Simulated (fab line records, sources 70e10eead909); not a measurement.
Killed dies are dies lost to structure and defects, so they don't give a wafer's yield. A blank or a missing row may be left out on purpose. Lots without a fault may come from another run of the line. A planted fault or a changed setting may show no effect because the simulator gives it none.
fab line records | flow nand_harc
record lots=7 wafers=21 last_day=24
route steps=1159 shown A_CONTACT@960 A_BLC@964
lots that met no fault: from a run of the same line without faults
start_h: hours from the record's first day to the start of the lot's first wafer shown | wait_h: hours since the lot's step before | " the same as in the row above | L1.1+2: a row that stands for several wafers | - no value, or no start given | * or withheld: withheld | < > ~ a bound
route shown NAME@n: a module of which the file shows steps, and the number in the route of the first | usual: mean/standard deviation of fault-free wafers | same: alike in all rows | chamber/n: place in a boat | sites: the reading at each site | _std_site: their standard deviation | _edge_site: outer sites' mean less inner sites' | radius_mm: how far each site lies from the wafer's centre | mask NAME#n: copy n | behind: the tool/chamber that last shaped the wafer | hold: why the lot was held/for how many hours/how that ended | device: the transistor (n, p or np) that didn't switch | end of line: the same wafers' tests at the end of the route | a step without rows: its recipe alone | killed: dies lost to structure and defects at the first sort, not the wafer's yield | map: a wafer's dies, x killed, . not, _ none there
set.NAME: the setting as run; set.NAME@STEP: as run at that earlier step | model.NAME: the simulator's own value behind a step, which no gauge read
lots at some steps of the route; a table a step, a row a wafer
services: from which hour (start_h, from the record's first day; less than 0 if before it) a tool's chamber was out of use, for how many hours, and why
## steps
# step NHARC_A_CONTACT_CMP_20
# recipe t_overpolish_s=30 target_thk_nm=300
# usual motor_current_A=11.7/1.5 overpolish_run_s=30.000/0.0078 time_to_endpoint_s=60.5/2.5
# columns lot.wafer tool chamber start_h wait_h motor_current_A overpolish_run_s time_to_endpoint_s
L778.4 cmp-01 3 388.25 0.5 17.6 29.999 61.7
L778.2 " 0 " " 11.4 29.996 59.4
L778.3 " 1 " " 12.5 29.995 62.7
L784.4 cmp-04 3 427.66 0.4 11.3 30.000 58.8
L784.1 " 1 " " 10.4 30.000 55.5
L784.3 " 2 " " 11.5 30.005 61.0
L791.3 cmp-04 3 485.08 0.4 11.5 29.981 62.0
L791.2 " 0 " " 9.9 30.008 64.0
L791.5 " 3 " " 11.7 29.997 64.2
L795.4 cmp-02 1 488.07 0.4 12.0 30.010 57.6
L795.2 " 2 " " 12.3 30.007 55.4
L795.5 " 3 " " 10.2 30.000 59.4
L794.3 cmp-02 2 492.49 0.5 11.6 30.005 59.7
L794.2 " 0 " " 12.8 29.993 59.1
L794.4 " 1 " " 11.7 30.004 58.2
L798.4 cmp-02 3 503.88 0.4 10.9 30.012 59.8
L798.1 " 0 " " 13.1 30.008 57.2
L798.5 " 3 " " 11.1 30.001 61.1
L800.1 cmp-02 2 525.70 0.8 12.6 30.010 59.4
L800.2 " 3 " " 10.3 30.002 59.9
L800.5 " 1 " " 11.5 29.998 56.0
# step NHARC_A_CONTACT_SRD_22
# step NHARC_A_CONTACT_INSPECT_23
# usual raw_defect_count=447/150
# columns lot.wafer tool chamber start_h wait_h raw_defect_count
L778.2 defect_inspect-02 - 388.65 0.1 680
L778.3 " - " " 582
L778.4 " - " " 800
L784.1 defect_inspect-01 - 428.06 0.1 359
L784.3 " - " " 469
L784.4 " - " " 570
L791.2 defect_inspect-01 - 485.48 0.1 365
L791.3 " - " " 461
L791.5 " - " " 403
L795.2 defect_inspect-01 - 488.42 0.1 469
L795.4 " - " " 445
L795.5 " - " " 915
L794.2 defect_inspect-01 - 492.91 0.1 380
L794.3 " - " " 274
L794.4 " - " " 276
L798.1 defect_inspect-01 - 504.28 0.1 279
L798.4 " - " " 441
L798.5 " - " " 355
L800.1 defect_inspect-01 - 526.09 0.1 469
L800.2 " - " " 398
L800.5 " - " " 493
# step NHARC_A_BLC_DEHYDRATE_00
# recipe temp_c=150 time_s=120
# step NHARC_A_BLC_HMDS_01
# recipe time_s=30
# step NHARC_A_BLC_COAT_02
# recipe temp_c=260 time_s=75
# step NHARC_A_BLC_COAT_03
# recipe temp_c=225 time_s=65
# step NHARC_A_BLC_COAT_04
# recipe spin_rpm=1500 resist_thk_nm=90
# step NHARC_A_BLC_SOFTBAKE_05
# recipe temp_c=105 time_s=55
# step NHARC_A_BLC_EBR_06
# step NHARC_A_BLC_EXPOSE_07
# recipe na=1.35 target_cd_nm=100 dose_mj=67.97 mask_id=A_BLC
# step NHARC_A_BLC_PEB_08
# recipe peb_temp_c=100 peb_time_s=65
# usual chill_plate_temp_C=23.01/0.1 exhaust_pa=45.0/0.86 plate_temp_C=99.99/0.13
# columns lot.wafer tool chamber start_h wait_h chill_plate_temp_C exhaust_pa plate_temp_C
L778.2 litho_track-06 0 389.08 0.1 22.95 43.4 99.86
L778.3 " 0 " " 23.04 44.9 99.96
L778.4 " 0 " " 23.02 43.8 99.81
L784.1 litho_track-01 0 428.48 0.1 23.04 46.1 99.88
L784.3 " 0 " " 22.92 46.5 100.05
L784.4 " 0 " " 23.07 44.2 99.82
L791.2 litho_track-01 - 485.92 0.1 - - -
L791.3 " - " " - - -
L791.5 " - " " - - -
L795.2 litho_track-06 - 488.73 0.1 - - -
L795.4 " - " " - - -
L795.5 " - " " - - -
L794.2 litho_track-06 - 493.34 0.1 - - -
L794.3 " - " " - - -
L794.4 " - " " - - -
L798.1 litho_track-06 0 504.72 0.1 23.14 45.8 100.11
L798.4 " 0 " " 22.87 46.6 100.14
L798.5 " 0 " " 23.04 45.1 100.01
L800.1 litho_track-01 0 526.51 0.1 23.13 44.8 100.01
L800.2 " 0 " " 22.99 43.6 99.81
L800.5 " 0 " " 23.14 45.6 100.02
# step NHARC_A_BLC_DEVELOP_09
# recipe develop_time_s=35 dev_temp_c=23
## services
# columns tool chamber start_h hours kind
cmp-04 - 364.74 0.4 repair
cmp-01 - 375.78 4.0 pm
cmp-04 - 399.13 4.0 pm
cmp-04 - 403.13 - consumable_replace:conditioner
cmp-04 - 403.13 - consumable_replace:pad
cmp-02 - 422.50 4.0 pm
cmp-02 - 426.50 - consumable_replace:conditioner
cmp-02 - 426.50 - consumable_replace:pad
cmp-02 - 431.99 0.2 repair
cmp-01 - 435.85 3.8 repair
litho_track-01 - 443.00 7.0 pm
cmp-04 - 446.39 1.4 repair
cmp-02 - 461.72 0.9 repair
litho_track-06 - 467.00 7.0 pm
cmp-01 - 473.78 4.0 pm
cmp-04 - 488.82 4.6 repair
cmp-04 - 497.25 4.0 pm
cmp-04 - 501.25 - consumable_replace:conditioner
litho_track-06 - 510.10 - consumable_replace:filter
cmp-01 - 512.70 4.6 repair
cmp-02 - 521.15 4.0 pm
cmp-02 - 525.15 - consumable_replace:conditioner
cmp-02 - 525.15 - consumable_replace:pad
cmp-02 - 525.86 1.1 repair
## key
first_sign step=NHARC_A_BLC_PEB_08 reading=tool_record direction=missing
effect none on later readings
met_at NHARC_A_BLC_PEB_08
struck_wafers L791.2,L791.3,L791.5,L794.2,L794.3,L794.4,L795.2,L795.4,L795.5
later_rows_left_out L791.2,L791.3,L791.5,L794.2,L794.3,L794.4,L795.2,L795.4,L795.5
sort_left_out L791.2,L791.3,L791.5,L794.2,L794.3,L794.4,L795.2,L795.4,L795.5
tester_left_out L791,L794,L795
onset_between 428.48 485.92
fault kind=skipped_step_whole tool=litho_track-01,litho_track-06 chamber=- onset_h=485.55 steps=NHARC_A_BLC_PEB_08 scope=struck_lots_only
# tester_left_out: of these lots the tester's yield and bins aren't shown, on N5 and GAA mostly nor the transistor test; their killed dies are dies lost to structure and defects alone, not to doping, threshold or leakage, so they don't give the yield
# sort_left_out: the simulated sort isn't trusted on such a fault, so these wafers' sort isn't shown, and their yield isn't known
# later_rows_left_out: the simulator's readings of these wafers behind a module that went badly wrong aren't trusted and aren't shown, but for the sort
